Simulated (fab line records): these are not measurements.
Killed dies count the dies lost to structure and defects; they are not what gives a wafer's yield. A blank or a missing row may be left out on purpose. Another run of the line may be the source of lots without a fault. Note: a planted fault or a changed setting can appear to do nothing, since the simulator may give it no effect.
Chamber matching	flow nand-harc	4 sister chambers for NHARC_A_CHANNEL_FILL_D1_ALD_02 on ald-hk-03
The step deposits SiO2, target thk 6 nm, pulse time 10 s, ald cycles 60. 4 wafers are shown with their chamber, then 12 later ones without.

== EACH WAFER AND ITS CHAMBER ==
wafer	chamber	heater-power-w (W)
L088.1	1	432
L089.1	0	479
L089.2	2	488
L089.3	3	494

== WAFERS WITH NO CHAMBER GIVEN ==
wafer	heater-power-w (W)
L090.1	492
L090.3	495
L090.4	496
L091.1	423
L091.3	484
L091.5	487
L093.1	502
L093.3	488
L093.5	482
L095.1	418
L095.3	469
L095.4	541

== WHICH CHAMBER EACH ONE RAN IN ==
wafer	from the rows above	in truth
L090.1	can't be placed: 3 or 2 or 0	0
L090.3	can't be placed: 3 or 2 or 0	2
L090.4	can't be placed: 3 or 2 or 0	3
L091.1	1	1
L091.3	can't be placed: 2 or 0 or 3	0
L091.5	can't be placed: 2 or 3 or 0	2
L093.1	can't be placed: 3 or 2 or 0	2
L093.3	can't be placed: 2 or 3 or 0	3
L093.5	can't be placed: 0 or 2 or 3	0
L095.1	1	1
L095.3	can't be placed: 0 or 2 or 3 or 1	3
L095.4	can't be placed: 3 or 2 or 0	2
2 of 12 placed correctly. Cannot be placed on the basis of these rows: 10; the candidates contain the true chamber in 10. 0 placed wrongly.
How it was worked out, from the rows above alone: a wafer's distance from a chamber is the root of the sum, over the readings, of the square of ((its reading less the chamber's mean) divided by the reading's scatter). The wafer belongs to the nearest chamber; if the next one is less than 2 further off, it can't be placed. Each chamber's mean is taken over the wafers shown for it. The scatter: root of mean squared gap, hidden wafer to nearest shown wafer, with one shown wafer a chamber.
